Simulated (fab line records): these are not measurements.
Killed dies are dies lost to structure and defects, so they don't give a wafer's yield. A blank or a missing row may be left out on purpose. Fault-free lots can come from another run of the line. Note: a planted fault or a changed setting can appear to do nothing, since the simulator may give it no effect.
fab line records | flow n5-finfet | part 1 of 2: steps 1 to 4 of 6
record: lots: 23 wafers: 69 last-day: 19
route steps=1938 shown BEOL_M3@1010 BEOL_M4@1045
lots with no fault: from the same line, run without faults
start-h: hours from the record's first day to the start of the lot's first wafer shown | wait-h: hours elapsed since this lot's preceding step | " as in the row above | L1.1+2: one row covering several wafers at once | - either no value or no given start | * or withheld: withheld | < > ~ a bound
route shown NAME@n: names a module that has steps shown in the file, with the first one's number in the route | usual: the fault-free wafers' mean and standard deviation | same: alike in all rows | chamber/n: place in a boat | sites: per-site readings | _std_site: how widely they spread, as a standard deviation | _edge_site: outer sites' mean less inner sites' | radius-mm: how far each site lies from the wafer's centre | mask NAME#n: copy n | behind: tool/chamber where the wafer was last shaped | hold: the reason the lot was held/the length of the hold in hours/how it ended | device: the n, p or np transistor that did not switch | end of line: tests run on the same wafers once the route is complete | where a step has no rows: the recipe by itself | killed: dies that structure and defects cost at the first sort, which is not the same as the wafer's yield | map: a wafer's dies, x killed, . not, _ none there
set.NAME: the setting that was run; set.NAME@STEP: the one run at that earlier step | model.NAME: the simulator's own value behind a step, which no gauge read
a sample of lots followed through the steps of the route, with each step as a table and each wafer as a row
services: when a tool's chamber went out of use (start-h, in hours from the record's first day, below 0 if earlier), for how many hours, and the reason
== steps ==
step: N5_BEOL_M3_SPUTTER_96
recipe: material: Cu target-thk-a: 45 temp-c: -20 chamber-pressure-pa: 0.07 power-w: withheld time-s: 8.29
usual: throttle-valve-pct: 30.0/1.4
columns lot.wafer tool chamber start-h wait-h throttle-valve-pct
L074.2 pvd-sputter-01 - 159.82 0.1 32.7
L074.3 " - " " 30.3
L074.5 " - " " 31.1
L075.3 pvd-sputter-02 - 165.14 0.1 31.4
L075.4 " - " " 30.0
L075.6 " - " " 31.4
L077.1 pvd-sputter-03 - 207.48 0.1 29.4
L077.2 " - " " 29.4
L077.5 " - " " 29.5
L078.2 pvd-sputter-01 - 219.15 0.1 28.8
L078.3 " - " " 31.2
L078.6 " - " " 30.7
L076.1 pvd-sputter-01 - 227.33 0.1 31.0
L076.5 " - " " 28.6
L076.6 " - " " 32.9
L083.1 pvd-sputter-03 - 230.16 0.1 28.0
L083.2 " - " " 29.7
L083.5 " - " " 28.9
L081.1 pvd-sputter-03 - 234.30 0.1 28.9
L081.2 " - " " 29.4
L081.4 " - " " 27.9
L080.1 pvd-sputter-01 - 234.73 0.1 30.5
L080.3 " - " " 31.0
L080.4 " - " " 32.5
L079.1 pvd-sputter-03 - 236.52 0.1 28.8
L079.2 " - " " 28.0
L079.3 " - " " 29.1
L082.1 pvd-sputter-01 - 244.62 0.1 28.4
L082.2 " - " " 30.7
L082.5 " - " " 30.7
L084.2 pvd-sputter-01 - 247.68 0.1 32.7
L084.4 " - " " 30.6
L084.6 " - " " 32.8
L085.3 pvd-sputter-03 - 252.40 0.1 29.3
L085.5 " - " " 29.4
L085.6 " - " " 29.0
L088.1 pvd-sputter-02 - 256.53 0.1 31.6
L088.2 " - " " 29.0
L088.4 " - " " 31.6
L086.1 pvd-sputter-03 - 258.30 0.1 28.9
L086.2 " - " " 29.6
L086.4 " - " " 28.7
L087.4 pvd-sputter-02 - 266.09 0.1 31.3
L087.5 " - " " 31.5
L087.6 " - " " 28.9
L091.1 pvd-sputter-03 - 278.77 0.1 27.9
L091.3 " - " " 29.7
L091.6 " - " " 28.8
L089.1 pvd-sputter-03 - 285.16 0.1 29.2
L089.3 " - " " 29.6
L089.5 " - " " 29.0
L093.1 pvd-sputter-02 - 297.74 0.1 30.0
L093.3 " - " " 31.3
L093.5 " - " " 30.0
L090.1 pvd-sputter-02 - 300.42 0.1 31.3
L090.2 " - " " 31.4
L090.4 " - " " 30.2
L094.1 pvd-sputter-02 - 304.80 0.1 30.0
L094.2 " - " " 31.1
L094.5 " - " " 31.4
L095.1 pvd-sputter-01 - 306.62 0.1 28.5
L095.5 " - " " 30.5
L095.6 " - " " 31.2
L096.3 pvd-sputter-02 - 311.70 0.1 29.0
L096.5 " - " " 30.2
L096.6 " - " " 31.4
L097.1 pvd-sputter-03 - 313.54 0.1 29.6
L097.3 " - " " 28.9
L097.5 " - " " 29.1
step: N5_BEOL_M4_STRIP_19
recipe: chemistry: O2 power-w: 400 temp-c: 40 pressure-mtorr: 30 rf-frequency-hz: 6e+07 bias-power-w: 0 overash-fraction: 0.2 o2-flow-sccm: 225
usual: drypump-motor-current-A: 5.5/0.45 oes-product-au: 0.82/0.093 rf-vpp-V: 3.6/0.5 showerhead-plenum-p-Torr: 2.12/0.068 throttle-valve-pct: 16.67/0.22
columns lot.wafer tool chamber start-h wait-h drypump-motor-current-A oes-product-au rf-hours-counter-h rf-vpp-V showerhead-plenum-p-Torr throttle-valve-pct
L074.2 rie-diel-02 2 164.44 0.1 5.2 0.78 115 4.4 2.23 16.61
L074.3 " 1 " " 5.4 0.70 241 3.6 2.08 17.04
L074.5 " 3 " " 5.7 0.98 - 4.2 2.09 16.50
L075.3 rie-diel-03 2 167.46 0.1 5.2 0.74 180 3.0 2.01 16.98
L075.4 " 1 " " 5.8 0.68 219 3.7 2.06 16.51
L075.6 " 1 " " 5.8 0.69 - 3.7 2.06 16.50
L077.1 rie-diel-02 3 211.32 0.2 5.7 0.91 20 3.8 2.08 16.52
L077.2 " 0 " " 6.4 0.81 92 2.9 2.13 17.00
L077.5 " 2 " " 5.2 0.75 - 4.3 2.22 16.64
L078.2 rie-diel-02 3 222.12 0.1 5.7 0.90 24 3.2 2.08 16.54
L078.3 " 2 " " 5.2 0.75 139 3.8 2.22 16.66
L078.6 " 2 " " 5.2 0.75 - 3.4 2.22 16.67
L076.1 rie-diel-02 2 232.29 0.1 5.2 0.75 143 3.2 2.22 16.65
L076.5 " 1 " " 5.4 0.99 - 3.2 2.07 16.64
L076.6 " 0 " " 6.3 0.79 - 4.1 2.13 17.01
L083.1 rie-diel-04 0 233.26 0.1 5.8 0.68 229 3.9 2.17 16.72
L083.2 " 3 " " 6.0 0.89 36 3.6 2.14 16.66
L083.5 " 3 " " 6.0 0.89 - 3.2 2.14 16.66
L081.1 rie-diel-03 0 236.82 0.1 5.0 0.81 61 3.6 2.12 16.60
L081.2 " 3 " " 4.9 0.91 28 2.9 2.21 16.35
L081.4 " 2 " " 5.2 0.71 203 2.5 2.00 17.00
L080.1 rie-diel-03 0 237.11 0.1 5.0 0.82 61 4.0 2.12 16.59
L080.3 " 3 " " 4.9 0.91 28 3.7 2.21 16.36
L080.4 " 2 " " 5.3 0.72 203 3.6 2.00 17.00
L079.1 rie-diel-03 2 239.64 0.2 5.2 0.71 204 3.5 2.00 16.99
L079.2 " 3 " " 4.9 0.91 28 5.6 2.21 16.36
L079.3 " 0 " " 5.0 0.81 61 3.0 2.12 16.61
L082.1 rie-diel-02 0 249.25 0.1 6.3 0.78 105 4.2 2.13 17.01
L082.2 " 2 " " 5.2 0.74 148 3.6 2.21 16.69
L082.5 " 3 " " 5.7 0.89 - 3.3 2.08 16.56
L084.2 rie-diel-02 3 252.76 0.1 5.7 0.88 34 3.7 2.07 16.55
L084.4 " 1 " " 5.5 0.97 13 4.1 2.07 16.67
L084.6 " 2 " " 5.3 0.75 - 3.5 2.21 16.68
L085.3 rie-diel-02 0 256.45 0.1 6.3 0.79 107 3.8 2.13 17.03
L085.5 " 0 " " 6.3 0.80 - 4.3 2.13 17.03
L085.6 " 3 " " 5.7 0.88 - 3.7 2.07 16.56
L088.1 rie-diel-04 3 259.61 0.1 6.0 0.88 44 3.1 2.13 16.70
L088.2 " 1 " " 5.7 0.74 205 4.7 2.05 16.73
L088.4 " 3 " " 6.0 0.88 - 3.9 2.13 16.69
L086.1 rie-diel-02 1 263.41 0.2 5.5 0.96 17 4.3 2.07 16.66
L086.2 " 0 " " 6.3 0.78 110 4.2 2.13 17.02
L086.4 " 2 " " 5.3 0.74 153 2.9 2.21 16.68
L087.4 rie-diel-03 0 269.10 0.1 5.0 0.80 - 3.6 2.11 16.61
L087.5 " 3 " " 4.9 0.88 - 2.4 2.21 16.35
L087.6 " 2 " " 5.2 0.70 - 3.8 1.99 17.05
L091.1 rie-diel-04 1 282.00 0.2 5.7 0.73 212 3.6 2.05 16.74
L091.3 " 2 " " 6.2 0.90 34 3.1 2.23 16.51
L091.6 " 3 " " 6.0 0.88 - 4.4 2.13 16.70
L089.1 rie-diel-03 1 289.12 0.1 5.8 0.98 2 3.0 2.05 16.17
L089.3 " 0 " " 5.0 0.79 80 3.5 2.11 16.62
L089.5 " 0 " " 5.0 0.79 - 4.2 2.11 16.63
L093.1 rie-diel-03 1 300.92 0.1 5.8 0.96 6 3.6 2.05 16.19
L093.3 " 0 " " 5.0 0.80 84 4.1 2.11 16.63
L093.5 " 0 " " 5.0 0.78 - 3.0 2.11 16.64
L090.1 rie-diel-02 2 304.44 0.1 5.2 0.72 166 3.2 2.21 16.71
L090.2 " 0 " " 6.3 0.77 125 3.2 2.12 17.06
L090.4 " 1 " " 5.5 0.93 27 4.3 2.06 16.69
L094.1 rie-diel-03 1 308.22 0.2 5.8 0.97 9 3.6 2.05 16.19
L094.2 " 3 " " 4.9 0.86 53 3.5 2.20 16.40
L094.5 " 0 " " 5.0 0.79 - 4.3 2.11 16.63
L095.1 rie-diel-02 1 309.57 0.1 5.5 0.93 28 2.8 2.06 16.70
L095.5 " 1 " " 5.5 0.93 - 3.7 2.06 16.70
L095.6 " 2 " " 5.2 0.73 - 3.8 2.21 16.71
L096.3 rie-diel-02 3 314.61 0.1 5.7 0.85 55 3.7 2.07 16.59
L096.5 " 0 " " 6.3 0.77 - 3.5 2.12 17.06
L096.6 " 1 " " 5.5 0.93 - 3.4 2.06 16.72
L097.1 rie-diel-03 3 317.95 0.3 4.8 0.86 57 4.0 2.20 16.40
L097.3 " 0 " " 5.0 0.78 91 4.3 2.11 16.65
L097.5 " 0 " " 5.0 0.77 - 3.5 2.11 16.63
step: N5_BEOL_M4_CD_MEAS_18
recipe: pitch-nm: 36 target-cd-nm: 18
usual: cd-nm: 17.9/0.43
columns lot.wafer tool chamber start-h wait-h cd-nm
L074.2 cd-sem-02 - 164.51 0.1 17.8
L074.3 " - " " 18.2
L074.5 " - " " 18.9
L075.3 cd-sem-01 - 167.53 0.1 18.1
L075.4 " - " " 18.2
L075.6 " - " " 17.9
L077.1 cd-sem-03 - 211.39 0.0 17.6
L077.2 " - " " 17.5
L077.5 " - " " 17.7
L078.2 cd-sem-03 - 222.20 0.1 18.3
L078.3 " - " " 18.1
L078.6 " - " " 18.0
L076.1 cd-sem-02 - 232.35 0.0 18.3
L076.5 " - " " 18.2
L076.6 " - " " 17.9
L083.1 cd-sem-02 - 233.33 0.0 17.7
L083.2 " - " " 17.3
L083.5 " - " " 18.2
L081.1 cd-sem-02 - 236.89 0.0 18.2
L081.2 " - " " 18.0
L081.4 " - " " 18.5
L080.1 cd-sem-02 - 237.18 0.0 17.7
L080.3 " - " " 17.6
L080.4 " - " " 17.7
L079.1 cd-sem-01 - 239.71 0.0 18.1
L079.2 " - " " 18.6
L079.3 " - " " 18.3
L082.1 cd-sem-01 - 249.32 0.0 17.9
L082.2 " - " " 18.0
L082.5 " - " " 17.5
L084.2 cd-sem-02 - 252.83 0.1 17.7
L084.4 " - " " 17.4
L084.6 " - " " 17.6
L085.3 cd-sem-01 - 256.52 0.1 17.7
L085.5 " - " " 18.5
L085.6 " - " " 17.2
L088.1 cd-sem-02 - 259.68 0.0 17.8
L088.2 " - " " 18.4
L088.4 " - " " 17.4
L086.1 cd-sem-03 - 263.48 0.0 17.5
L086.2 " - " " 18.5
L086.4 " - " " 17.8
L087.4 cd-sem-01 - 269.15 0.0 17.3
L087.5 " - " " 18.0
L087.6 " - " " 17.2
L091.1 cd-sem-02 - 282.07 0.0 17.4
L091.3 " - " " 17.4
L091.6 " - " " 17.8
L089.1 cd-sem-03 - 289.19 0.0 17.2
L089.3 " - " " 18.5
L089.5 " - " " 17.8
L093.1 cd-sem-02 - 300.99 0.0 18.3
L093.3 " - " " 17.2
L093.5 " - " " 18.8
L090.1 cd-sem-01 - 304.51 0.0 17.9
L090.2 " - " " 17.3
L090.4 " - " " 18.3
L094.1 cd-sem-01 - 308.29 0.0 17.8
L094.2 " - " " 17.7
L094.5 " - " " 17.7
L095.1 cd-sem-03 - 309.64 0.0 17.8
L095.5 " - " " 17.7
L095.6 " - " " 17.6
L096.3 cd-sem-02 - 314.69 0.1 17.2
L096.5 " - " " 18.0
L096.6 " - " " 18.3
L097.1 cd-sem-02 - 318.02 0.0 17.3
L097.3 " - " " 18.1
L097.5 " - " " 17.6
step: N5_BEOL_M4_ETCH_69
recipe: chemistry: CF4 target: SiARC target-depth-a: 156 mask-material: CAR-EUV time-s: 26 ion-energy-ev: 80 pressure-mtorr: 40 source-w: 545 bias-w: 36 Ar_flow_sccm: 100 cf4-flow-sccm: 100 ends: cleared
usual: drypump-motor-current-A: 5.5/0.46 etch-rf-on-time-s: 26.0/0.95 oes-product-au: 0.69/0.075 rf-fwd-power-W: 532.4/2 rf-vpp-V: 184.2/1.2 showerhead-plenum-p-Torr: 2.15/0.065 throttle-valve-pct: 15.58/0.23
columns lot.wafer tool chamber start-h wait-h drypump-motor-current-A etch-rf-on-time-s oes-product-au rf-fwd-power-W rf-hours-counter-h rf-vpp-V showerhead-plenum-p-Torr throttle-valve-pct
L074.2 rie-diel-04 2 165.01 0.0 6.2 25.5 0.84 534.1 1 185.2 2.28 15.31
L074.3 " 3 " " 6.0 26.6 0.79 535.4 15 185.4 2.17 15.46
L074.5 " 3 " " 6.0 26.6 0.78 532.0 - 186.9 2.17 15.47
L075.3 rie-diel-02 1 168.08 0.0 5.5 27.1 0.58 531.6 242 183.8 2.12 15.97
L075.4 " 3 " " 5.7 25.4 0.82 532.5 3 182.8 2.11 15.28
L075.6 " 1 " " 5.5 26.6 0.59 529.2 - 184.5 2.12 15.97
L077.1 rie-diel-02 2 212.02 0.0 5.2 25.8 0.64 534.9 134 186.2 2.22 15.36
L077.2 " 3 " " 5.7 25.8 0.78 529.8 20 183.3 2.10 15.31
L077.5 " 0 " " 6.3 25.5 0.69 531.1 - 183.4 2.17 15.86
L078.2 rie-diel-03 1 222.71 0.0 5.8 28.6 0.56 531.5 237 182.8 2.11 15.51
L078.3 " 3 " " 4.9 25.6 0.77 531.6 23 184.4 2.27 15.39
L078.6 " 0 " " 5.0 25.2 0.72 528.9 - 184.3 2.16 15.54
L076.1 rie-diel-03 3 233.02 0.0 4.8 25.6 0.77 531.5 26 185.7 2.27 15.40
L076.5 " 2 " " 5.2 25.4 0.61 534.4 - 182.6 2.05 15.95
L076.6 " 3 " " 4.8 25.8 0.76 530.8 - 184.3 2.27 15.37
L083.1 rie-diel-02 3 233.94 0.0 5.7 25.7 0.77 530.6 29 183.1 2.10 15.34
L083.2 " 0 " " 6.3 25.4 0.69 532.3 101 185.0 2.16 15.89
L083.5 " 2 " " 5.2 25.7 0.64 534.1 - 185.8 2.21 15.39
L081.1 rie-diel-03 2 237.38 0.0 5.2 25.4 0.61 534.7 203 182.7 2.05 15.96
L081.2 " 3 " " 4.9 25.9 0.75 530.0 28 186.6 2.27 15.39
L081.4 " 0 " " 5.0 25.4 0.72 529.4 61 184.3 2.16 15.52
L080.1 rie-diel-03 2 238.01 0.0 5.2 25.3 0.61 533.1 203 183.7 2.05 15.96
L080.3 " 0 " " 5.0 25.4 0.70 529.7 61 183.6 2.16 15.54
L080.4 " 3 " " 4.9 25.9 0.75 532.3 28 184.8 2.27 15.40
L079.1 rie-diel-04 1 240.33 0.0 5.7 25.6 0.62 534.6 199 183.7 2.12 15.75
L079.2 " 0 " " 5.8 25.8 0.59 530.0 231 185.6 2.20 15.64
L079.3 " 3 " " 6.0 26.8 0.74 532.9 38 183.2 2.16 15.51
L082.1 rie-diel-04 0 249.81 0.0 5.8 25.7 0.59 532.3 235 184.3 2.19 15.64
L082.2 " 1 " " 5.7 25.1 0.64 530.3 202 185.0 2.12 15.78
L082.5 " 3 " " 6.0 26.7 0.74 534.5 - 183.5 2.16 15.52
L084.2 rie-diel-02 1 253.45 0.0 5.5 26.1 0.80 532.6 13 183.6 2.11 15.54
L084.4 " 3 " " 5.7 25.8 0.75 533.1 35 183.7 2.09 15.34
L084.6 " 1 " " 5.5 26.2 0.80 531.6 - 184.1 2.11 15.54
L085.3 rie-diel-03 3 257.13 0.0 4.9 25.9 0.75 532.4 35 184.6 2.27 15.40
L085.5 " 1 " " 5.9 28.6 0.56 535.0 - 182.2 2.10 15.54
L085.6 " 0 " " 5.0 25.0 0.72 532.0 - 185.7 2.16 15.55
L088.1 rie-diel-03 3 260.18 0.0 4.9 25.8 0.75 530.0 36 184.7 2.27 15.41
L088.2 " 1 " " 5.8 28.6 0.55 534.9 249 184.4 2.10 15.54
L088.4 " 0 " " 5.0 25.0 0.71 532.1 68 183.9 2.16 15.56
L086.1 rie-diel-02 3 264.21 0.0 5.7 26.2 0.75 533.7 38 182.7 2.09 15.37
L086.2 " 0 " " 6.4 25.4 0.68 531.7 110 185.0 2.16 15.89
L086.4 " 2 " " 5.3 26.0 0.63 535.2 153 186.1 2.21 15.38
L087.4 rie-diel-03 2 269.67 0.0 5.2 25.5 0.60 534.2 - 180.9 2.05 15.97
L087.5 " 3 " " 4.9 25.9 0.73 531.2 - 184.9 2.26 15.40
L087.6 " 0 " " 5.0 25.1 0.70 529.4 - 185.4 2.16 15.56
L091.1 rie-diel-03 3 282.69 0.0 4.9 26.0 0.72 531.4 45 186.3 2.26 15.43
L091.3 " 0 " " 5.0 25.4 0.69 529.2 78 184.2 2.16 15.58
L091.6 " 3 " " 4.8 26.0 0.73 532.1 - 185.3 2.26 15.42
L089.1 rie-diel-02 3 289.82 0.0 5.7 26.1 0.73 533.4 47 183.8 2.09 15.38
L089.3 " 2 " " 5.3 26.1 0.62 536.7 161 184.6 2.21 15.40
L089.5 " 3 " " 5.7 26.1 0.73 532.9 - 184.0 2.09 15.37
L093.1 rie-diel-02 1 301.61 0.0 5.5 26.0 0.78 532.7 26 182.5 2.10 15.56
L093.3 " 3 " " 5.7 26.1 0.74 531.8 51 184.1 2.09 15.38
L093.5 " 0 " " 6.3 25.2 0.68 531.0 - 184.4 2.15 15.93
L090.1 rie-diel-03 2 305.00 0.0 5.2 25.2 0.60 533.4 227 180.9 2.04 16.01
L090.2 " 0 " " 5.0 25.2 0.69 533.9 85 185.4 2.15 15.60
L090.4 " 1 " " 5.8 26.6 0.79 533.9 8 183.4 2.10 15.11
L094.1 rie-diel-04 1 308.92 0.0 5.7 25.3 0.62 532.2 222 183.7 2.11 15.81
L094.2 " 2 " " 6.2 26.1 0.73 534.1 43 185.4 2.26 15.41
L094.5 " 2 " " 6.2 26.0 0.74 532.9 - 186.5 2.26 15.39
L095.1 rie-diel-02 0 310.13 0.0 6.3 25.3 0.67 532.2 126 183.7 2.15 15.93
L095.5 " 0 " " 6.3 25.5 0.67 532.8 - 184.5 2.15 15.92
L095.6 " 3 " " 5.7 25.8 0.74 527.6 - 184.2 2.09 15.38
L096.3 rie-diel-02 1 315.33 0.0 5.5 25.8 0.77 531.7 31 183.7 2.10 15.58
L096.5 " 1 " " 5.5 25.7 0.78 532.8 - 185.0 2.10 15.59
L096.6 " 0 " " 6.3 25.1 0.68 531.9 - 182.1 2.15 15.95
L097.1 rie-diel-03 0 318.51 0.0 5.0 25.2 0.69 529.6 91 184.3 2.15 15.62
L097.3 " 1 " " 5.8 27.0 0.78 531.8 14 184.9 2.10 15.13
L097.5 " 0 " " 5.0 25.2 0.69 528.0 - 184.7 2.15 15.60
